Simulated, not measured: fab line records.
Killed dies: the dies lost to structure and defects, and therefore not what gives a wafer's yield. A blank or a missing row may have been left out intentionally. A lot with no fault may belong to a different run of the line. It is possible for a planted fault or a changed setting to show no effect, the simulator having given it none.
Matching of chambers | flow nand-harc | pecvd-01 running NHARC_A_BONDPAD_DEP_00: 3 sister chambers
The step deposits SiCN, target thk 250 nm. 6 wafers are shown with their chamber, then 7 later ones without.

WAFERS PAIRED WITH THEIR CHAMBERS
wafer  | chamber | heater-power-w (W)
L091.1 | 1       | 578
L091.5 | 2       | 569
L091.2 | 2       | 559
L091.4 | 1       | 448
L093.3 | 0       | 823
L093.5 | 0       | 827

WAFERS WITH NO CHAMBER GIVEN
wafer  | heater-power-w (W)
L093.6 | 526
L094.1 | 464
L094.4 | 468
L094.5 | 758
L097.1 | 598
L097.3 | 529
L097.6 | 606

EACH ONE'S CHAMBER
wafer  | from the rows above     | in truth
L093.6 | can't be placed: 1 or 2 | 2
L094.1 | can't be placed: 1 or 2 | 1
L094.4 | can't be placed: 1 or 2 | 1
L094.5 | 0                       | 0
L097.1 | can't be placed: 2 or 1 | 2
L097.3 | can't be placed: 1 or 2 | 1
L097.6 | can't be placed: 2 or 1 | 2
Placed correctly: 1 of 7. From these rows, 6 cannot be placed; in 6 the true chamber is one of the candidates. Placed wrongly: 0.
How it was worked out, from the rows above alone: a wafer's distance from a chamber is the root of the sum, over the readings, of the square of ((its reading less the chamber's mean) divided by the reading's scatter). The wafer belongs to the nearest chamber; if the next one is less than 2 further off, it can't be placed. The mean given for a chamber averages the wafers shown for that chamber. The scatter: take each reading less its chamber's mean, square it, sum over the shown wafers, divide by the number of wafers less the number of chambers, and take the root.
